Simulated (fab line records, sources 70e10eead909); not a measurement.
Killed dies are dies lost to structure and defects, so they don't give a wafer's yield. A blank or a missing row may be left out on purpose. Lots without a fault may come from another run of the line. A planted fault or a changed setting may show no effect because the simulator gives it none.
Which tool did it? | flow nand_harc | 12 lots, 36 wafers sampled, at 1 step of a route of 1302

WHAT THE GAUGES READ, wafer by wafer
NHARC_A_CHANNEL_FILL_D2_INSPECT_13. Usual: raw_defect_count 412, standard deviation 140.
lot  | measured     | on                | raw_defect_count | flag
L503 | day 15 17:07 | defect_inspect-02 | 323 373 376      |
L505 | day 16 01:19 | defect_inspect-02 | 442 258 368      |
L506 | day 17 17:28 | defect_inspect-02 | 282 416 397      |
L507 | day 17 17:38 | defect_inspect-01 | 440 348 335      |
L517 | day 21 13:58 | defect_inspect-01 | 906 484 669      |
L516 | day 21 13:58 | defect_inspect-02 | 434 252 460      |
L520 | day 22 19:34 | defect_inspect-01 | 411 472 393      |
L521 | day 22 19:35 | defect_inspect-02 | 851 456 778      |
L522 | day 23 09:52 | defect_inspect-02 | 209 252 202      |
L525 | day 25 00:10 | defect_inspect-01 | 352 333 320      |
L524 | day 25 04:37 | defect_inspect-02 | 581 789 466      |
L526 | day 25 14:28 | defect_inspect-01 | 311 268 283      |

WHICH TOOL RAN EACH LOT (tool, then ch and the chambers of the sampled wafers, then the start)
The record holds no process step before these readings.

WHAT THE TOOLS THEMSELVES READ (means of the sampled wafers that have a number; where no wafer has one, the mark that the record gives instead)
The record holds no such reading with a usual standard deviation.

THE ANSWER, worked out from the rows above alone
Rule: a lot is off if the mean of its wafers that have a number lies more than 3 standard deviations from the usual mean. A lot without any number at a reading at which 4 lots or more have one is off too. The other lots that the step has rows for count as sound. The gauges are gone through in route order, then the tools' own readings, and for those a lot's mean is taken as printed above. The first step at which some lot is off is used, and at that step the reading that is off furthest; a lot without a number counts as furthest.
No lot is off at any reading shown: from this, nothing can be told.

WHAT THE SIMULATOR HAD PUT IN
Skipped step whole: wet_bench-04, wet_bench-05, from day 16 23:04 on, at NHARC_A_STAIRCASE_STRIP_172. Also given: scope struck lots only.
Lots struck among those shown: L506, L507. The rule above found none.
